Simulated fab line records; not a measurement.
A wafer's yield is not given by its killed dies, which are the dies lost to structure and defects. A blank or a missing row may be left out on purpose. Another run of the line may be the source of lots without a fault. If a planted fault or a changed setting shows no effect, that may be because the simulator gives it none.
Split-lot trial :: flow n5-finfet :: 7 lots, 39 wafers read, on a route of 1938 steps

== ON THE SPLIT ==
At N5_ILD0_PRECLEAN_10 (cleans in NF3:NH3, afs cycles 5, time 20 s, sublimation time 60 s), the setting time-s was moved away from the recipe's 20 s on 12 of the 39 wafers read, by -45.1% to +42.4%. All remaining wafers had this setting at the recipe value.

Reading taken at the split's own step.

== THE READING ==
SiO2_flowable_of_ILD0_FCVD_FILL_01.thk-nm (the simulator's own value, which no gauge read), in nm, at N5_ILD0_PRECLEAN_10 (cleans in NF3:NH3, afs cycles 5, time 20 s, sublimation time 60 s). The file does not state a usual value for it. Across the 27 wafers here that went through the recipe, the average is 120.7 nm and the standard deviation 0.64 nm.

wafer: L075.1
tool, chamber at the split: remote-plasma-02, 1
time-s as run, s: 20
against the recipe: recipe
SiO2_flowable_of_ILD0_FCVD_FILL_01.thk-nm, nm: 121
against lot-mates on the recipe: -

wafer: L075.2
tool, chamber at the split: remote-plasma-02, 1
time-s as run, s: 20
against the recipe: recipe
SiO2_flowable_of_ILD0_FCVD_FILL_01.thk-nm, nm: 121.2
against lot-mates on the recipe: -

wafer: L075.5
tool, chamber at the split: remote-plasma-02, 1
time-s as run, s: 20
against the recipe: recipe
SiO2_flowable_of_ILD0_FCVD_FILL_01.thk-nm, nm: 121.2
against lot-mates on the recipe: -

wafer: L075.3
tool, chamber at the split: remote-plasma-02, 1
time-s as run, s: 20
against the recipe: recipe
SiO2_flowable_of_ILD0_FCVD_FILL_01.thk-nm, nm: 120.6
against lot-mates on the recipe: -

wafer: L075.4
tool, chamber at the split: remote-plasma-02, 1
time-s as run, s: 20
against the recipe: recipe
SiO2_flowable_of_ILD0_FCVD_FILL_01.thk-nm, nm: 120.6
against lot-mates on the recipe: -

wafer: L075.6
tool, chamber at the split: remote-plasma-02, 1
time-s as run, s: 20
against the recipe: recipe
SiO2_flowable_of_ILD0_FCVD_FILL_01.thk-nm, nm: 120.4
against lot-mates on the recipe: -

wafer: L077.1
tool, chamber at the split: remote-plasma-01, 1
time-s as run, s: 20
against the recipe: recipe
SiO2_flowable_of_ILD0_FCVD_FILL_01.thk-nm, nm: 120.4
against lot-mates on the recipe: -

wafer: L077.2
tool, chamber at the split: remote-plasma-01, 1
time-s as run, s: 20
against the recipe: recipe
SiO2_flowable_of_ILD0_FCVD_FILL_01.thk-nm, nm: 120.6
against lot-mates on the recipe: -

wafer: L077.3
tool, chamber at the split: remote-plasma-01, 1
time-s as run, s: 20
against the recipe: recipe
SiO2_flowable_of_ILD0_FCVD_FILL_01.thk-nm, nm: 120
against lot-mates on the recipe: -

wafer: L077.5
tool, chamber at the split: remote-plasma-01, 1
time-s as run, s: 20
against the recipe: recipe
SiO2_flowable_of_ILD0_FCVD_FILL_01.thk-nm, nm: 120
against lot-mates on the recipe: -

wafer: L077.4
tool, chamber at the split: remote-plasma-01, 1
time-s as run, s: 20
against the recipe: recipe
SiO2_flowable_of_ILD0_FCVD_FILL_01.thk-nm, nm: 120.2
against lot-mates on the recipe: -

wafer: L077.6
tool, chamber at the split: remote-plasma-01, 1
time-s as run, s: 20
against the recipe: recipe
SiO2_flowable_of_ILD0_FCVD_FILL_01.thk-nm, nm: 119.8
against lot-mates on the recipe: -

wafer: L081.2
tool, chamber at the split: remote-plasma-02, 0
time-s as run, s: 20
against the recipe: recipe
SiO2_flowable_of_ILD0_FCVD_FILL_01.thk-nm, nm: 120.2
against lot-mates on the recipe: -

wafer: L081.4
tool, chamber at the split: remote-plasma-02, 0
time-s as run, s: 20
against the recipe: recipe
SiO2_flowable_of_ILD0_FCVD_FILL_01.thk-nm, nm: 119.4
against lot-mates on the recipe: -

wafer: L081.5
tool, chamber at the split: remote-plasma-02, 0
time-s as run, s: 20
against the recipe: recipe
SiO2_flowable_of_ILD0_FCVD_FILL_01.thk-nm, nm: 120.4
against lot-mates on the recipe: -

wafer: L084.1
tool, chamber at the split: remote-plasma-01, 1
time-s as run, s: 20
against the recipe: recipe
SiO2_flowable_of_ILD0_FCVD_FILL_01.thk-nm, nm: 119.8
against lot-mates on the recipe: -

wafer: L084.2
tool, chamber at the split: remote-plasma-01, 1
time-s as run, s: 28.48
against the recipe: +42.4%
SiO2_flowable_of_ILD0_FCVD_FILL_01.thk-nm, nm: 114.6
against lot-mates on the recipe: -5.8

wafer: L084.3
tool, chamber at the split: remote-plasma-01, 1
time-s as run, s: 28.48
against the recipe: +42.4%
SiO2_flowable_of_ILD0_FCVD_FILL_01.thk-nm, nm: 114
against lot-mates on the recipe: -6.4

wafer: L084.4
tool, chamber at the split: remote-plasma-01, 1
time-s as run, s: 28.48
against the recipe: +42.4%
SiO2_flowable_of_ILD0_FCVD_FILL_01.thk-nm, nm: 113.4
against lot-mates on the recipe: -7.0

wafer: L084.5
tool, chamber at the split: remote-plasma-01, 1
time-s as run, s: 20
against the recipe: recipe
SiO2_flowable_of_ILD0_FCVD_FILL_01.thk-nm, nm: 120.6
against lot-mates on the recipe: -

wafer: L084.6
tool, chamber at the split: remote-plasma-01, 1
time-s as run, s: 20
against the recipe: recipe
SiO2_flowable_of_ILD0_FCVD_FILL_01.thk-nm, nm: 120.8
against lot-mates on the recipe: -

wafer: L088.1
tool, chamber at the split: remote-plasma-01, 0
time-s as run, s: 10.97
against the recipe: -45.1%
SiO2_flowable_of_ILD0_FCVD_FILL_01.thk-nm, nm: 127.4
against lot-mates on the recipe: +6.4

wafer: L088.2
tool, chamber at the split: remote-plasma-01, 0
time-s as run, s: 10.97
against the recipe: -45.1%
SiO2_flowable_of_ILD0_FCVD_FILL_01.thk-nm, nm: 129.2
against lot-mates on the recipe: +8.2

wafer: L088.3
tool, chamber at the split: remote-plasma-01, 0
time-s as run, s: 20
against the recipe: recipe
SiO2_flowable_of_ILD0_FCVD_FILL_01.thk-nm, nm: 121.6
against lot-mates on the recipe: -

wafer: L088.4
tool, chamber at the split: remote-plasma-01, 0
time-s as run, s: 20
against the recipe: recipe
SiO2_flowable_of_ILD0_FCVD_FILL_01.thk-nm, nm: 121.6
against lot-mates on the recipe: -

wafer: L088.5
tool, chamber at the split: remote-plasma-01, 0
time-s as run, s: 20
against the recipe: recipe
SiO2_flowable_of_ILD0_FCVD_FILL_01.thk-nm, nm: 119.8
against lot-mates on the recipe: -

wafer: L088.6
tool, chamber at the split: remote-plasma-01, 0
time-s as run, s: 10.97
against the recipe: -45.1%
SiO2_flowable_of_ILD0_FCVD_FILL_01.thk-nm, nm: 128.6
against lot-mates on the recipe: +7.6

wafer: L090.1
tool, chamber at the split: remote-plasma-01, 1
time-s as run, s: 15.8
against the recipe: -21.0%
SiO2_flowable_of_ILD0_FCVD_FILL_01.thk-nm, nm: 123.6
against lot-mates on the recipe: +2.4

wafer: L090.2
tool, chamber at the split: remote-plasma-01, 1
time-s as run, s: 15.8
against the recipe: -21.0%
SiO2_flowable_of_ILD0_FCVD_FILL_01.thk-nm, nm: 124.2
against lot-mates on the recipe: +3.0

wafer: L090.3
tool, chamber at the split: remote-plasma-01, 1
time-s as run, s: 20
against the recipe: recipe
SiO2_flowable_of_ILD0_FCVD_FILL_01.thk-nm, nm: 121.2
against lot-mates on the recipe: -

wafer: L090.4
tool, chamber at the split: remote-plasma-01, 1
time-s as run, s: 20
against the recipe: recipe
SiO2_flowable_of_ILD0_FCVD_FILL_01.thk-nm, nm: 121
against lot-mates on the recipe: -

wafer: L090.5
tool, chamber at the split: remote-plasma-01, 1
time-s as run, s: 15.8
against the recipe: -21.0%
SiO2_flowable_of_ILD0_FCVD_FILL_01.thk-nm, nm: 124.6
against lot-mates on the recipe: +3.4

wafer: L090.6
tool, chamber at the split: remote-plasma-01, 1
time-s as run, s: 20
against the recipe: recipe
SiO2_flowable_of_ILD0_FCVD_FILL_01.thk-nm, nm: 121.4
against lot-mates on the recipe: -

wafer: L092.1
tool, chamber at the split: remote-plasma-02, 0
time-s as run, s: 14.11
against the recipe: -29.4%
SiO2_flowable_of_ILD0_FCVD_FILL_01.thk-nm, nm: 126.2
against lot-mates on the recipe: +4.9

wafer: L092.2
tool, chamber at the split: remote-plasma-02, 0
time-s as run, s: 14.11
against the recipe: -29.4%
SiO2_flowable_of_ILD0_FCVD_FILL_01.thk-nm, nm: 126.6
against lot-mates on the recipe: +5.3

wafer: L092.3
tool, chamber at the split: remote-plasma-02, 0
time-s as run, s: 14.11
against the recipe: -29.4%
SiO2_flowable_of_ILD0_FCVD_FILL_01.thk-nm, nm: 125.8
against lot-mates on the recipe: +4.5

wafer: L092.4
tool, chamber at the split: remote-plasma-02, 0
time-s as run, s: 20
against the recipe: recipe
SiO2_flowable_of_ILD0_FCVD_FILL_01.thk-nm, nm: 120.6
against lot-mates on the recipe: -

wafer: L092.5
tool, chamber at the split: remote-plasma-02, 0
time-s as run, s: 20
against the recipe: recipe
SiO2_flowable_of_ILD0_FCVD_FILL_01.thk-nm, nm: 121.4
against lot-mates on the recipe: -

wafer: L092.6
tool, chamber at the split: remote-plasma-02, 0
time-s as run, s: 20
against the recipe: recipe
SiO2_flowable_of_ILD0_FCVD_FILL_01.thk-nm, nm: 122
against lot-mates on the recipe: -

THE FIT
A straight line over all 39 wafers: SiO2_flowable_of_ILD0_FCVD_FILL_01.thk-nm changes by -0.168 nm for each +1% of time-s; r = -0.98; the points scatter about the line by 0.65 nm.
The same after taking each lot's own level away (the mean of its wafers on the recipe; 39 wafers): -0.157 nm for each +1%; r = -0.99; scatter 0.51 nm.
The reading moves by 7.1 nm for the largest change in time-s, on that fit.
The lots' own levels span 120.00 to 121.33 nm, that is 2.1 times the standard deviation above.
The two slopes are in agreement: the lot-to-lot level therefore moves the slope only a little.
Check: +7.25 nm against its lot-mates is what the line predicts for one of the wafers moved furthest among these (-45.1%) when that wafer is left out of the fit. It came out at +6.4 nm against them.

== ADDITIONAL SPLITS CARRIED BY THESE WAFERS ==
These wafers also went through other splits before the reading. Each is held against what the fit with the lots' levels taken away leaves over:
other split on the same wafers: N5_FIN_SAQP_PECVD_47 time-s
wafers away from the commonest value: 12
r with SiO2_flowable_of_ILD0_FCVD_FILL_01.thk-nm (lot level and that fit taken away): +0.12

other split on the same wafers: N5_DUMMY_GATE_ALD_02 target-thk-a
wafers away from the commonest value: 15
r with SiO2_flowable_of_ILD0_FCVD_FILL_01.thk-nm (lot level and that fit taken away): +0.13

== THE FILE'S OWN FIT ==
SiO2_flowable_of_ILD0_FCVD_FILL_01.thk-nm changes by -0.158 nm for each +1% of time-s, r = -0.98.
